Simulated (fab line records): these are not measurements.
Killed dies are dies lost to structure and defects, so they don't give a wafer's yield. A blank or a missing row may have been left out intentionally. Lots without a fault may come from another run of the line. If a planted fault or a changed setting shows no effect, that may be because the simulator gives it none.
Problem report in the 8D (eight disciplines) form, filled by code -- flow n5 finfet -- the parts of the form that need people (team, actions taken, sign-off) are left out

## 1. WHAT WENT WRONG
At N5_BEOL_M10_COAT_59, spin speed rpm averages 1644.5 rpm over 6 wafers from 2 lots, while fault-free wafers read 1500.0 rpm, standard deviation 1. That is +99 or more standard deviations from the usual mean.
The step: time 60 s, resist thk 100 nm.
The first sign was on wafer L775.2 at day 15 14:53, on litho track-03. At this step, 12 wafers from 4 lots have a number in the record. Rule for "out", or "out of limits": more than 4 standard deviations from the usual mean. Any other wafer with a number is counted as sound.

## 2. WHAT IT IS; WHAT IT IS NOT
question,is,is not
which readings at this step,spin speed rpm,-
which lots,"L775, L777","L768, L778"
which wafers of those lots,all that have a number,-
read on which tools,litho track-03,litho track-02
when,from day 15 14:53,up to then (3 sound wafers); but 3 sound wafers of L778 came after

## 3. THE SUSPECTS, EACH WITH WHAT RULES IT OUT
Counting: any tool at a process step up to the reading is kept as a suspect provided that every lot that is out went through it and no sound lot did after the first of them.
- litho track-03 at N5_BEOL_M10_COAT_59 (time 60 s, resist thk 100 nm): kept. All lots that are out passed through it, beginning with L775 at day 15 14:53, and no sound lot followed; its final sound lot before that point was L768 at day 14 08:19. On those wafers its own readings are out: spin speed rpm.
The count leaves litho track-03 at N5_BEOL_M10_COAT_59.

## 4. THE CAUSE (what the simulator had put in)
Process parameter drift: litho track-03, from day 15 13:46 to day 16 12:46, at N5_BEOL_M10_COAT_59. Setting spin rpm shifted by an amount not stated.
Only this tool survived the counting.

## 5. THE CHAIN OF EFFECTS, in route order
Each row: a reading whose mean over the struck wafers that have a number lies more than 3 standard deviations from the usual. Only readings for which the record gives a usual standard deviation are gone through. hours: the time from each lot's start at the first step in this table that gives one to its start at this step, as a median over the lots. sigmas: the change in usual standard deviations.
hours,step,reading,usual,on struck wafers,change,sigmas
0,N5_BEOL_M10_COAT_59,spin speed rpm,1500.0 rpm,1644.5,+144.5,+99 or more
The process steps in it:
- N5_BEOL_M10_COAT_59: time 60 s, resist thk 100 nm.

## 6. HOW IT WOULD HAVE BEEN CAUGHT EARLIER
In this record the first reading out of limits was taken at day 15 14:53, 1 hour after the fault began at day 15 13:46.
